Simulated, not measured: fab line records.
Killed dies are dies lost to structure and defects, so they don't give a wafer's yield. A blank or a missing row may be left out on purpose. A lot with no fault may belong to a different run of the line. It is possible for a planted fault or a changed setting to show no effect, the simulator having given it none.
Matching of chambers	flow n5_finfet	uv_cure-02 running N5_BEOL_M8_CURE_75: 3 sister chambers
The step cures SiCOH lowk, time 120 s. 3 wafers are shown with their chamber, then 12 later ones without.

WAFERS WITH THEIR CHAMBER
wafer	chamber	wafer_temp_C_max
L083.5	1	372.0
L085.6	2	372.6
L087.6	0	372.2

WAFERS WHOSE CHAMBER IS MISSING
wafer	wafer_temp_C_max
L092.2	371.2
L092.5	371.7
L092.6	371.3
L094.4	371.5
L094.5	371.6
L094.6	372.0
L095.2	371.5
L095.4	371.6
L095.5	371.4
L097.4	371.7
L097.5	372.5
L097.6	371.1

THE CHAMBER EACH PASSED THROUGH
wafer	from the rows above	in truth
L092.2	can't be placed: 1 or 0 or 2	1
L092.5	can't be placed: 1 or 0 or 2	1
L092.6	can't be placed: 1 or 0 or 2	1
L094.4	can't be placed: 1 or 0 or 2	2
L094.5	can't be placed: 1 or 0 or 2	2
L094.6	can't be placed: 1 or 0 or 2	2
L095.2	can't be placed: 1 or 0 or 2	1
L095.4	can't be placed: 1 or 0 or 2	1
L095.5	can't be placed: 1 or 0 or 2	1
L097.4	can't be placed: 1 or 0 or 2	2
L097.5	can't be placed: 2 or 0 or 1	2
L097.6	can't be placed: 1 or 0 or 2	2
0 of 12 placed correctly. Not placeable from these rows: 12 (in 12, the candidates include the true chamber). Number placed wrongly: 0.
How it was worked out, from the rows above alone: a wafer's distance from a chamber is the root of the sum, over the readings, of the square of ((its reading less the chamber's mean) divided by the reading's scatter). If the next closest chamber is less than 2 further off than the closest, the wafer can't be placed; otherwise it belongs to the closest. A chamber's mean is the mean of its shown wafers. The scatter: root of mean squared gap, hidden wafer to nearest shown wafer, with one shown wafer a chamber.
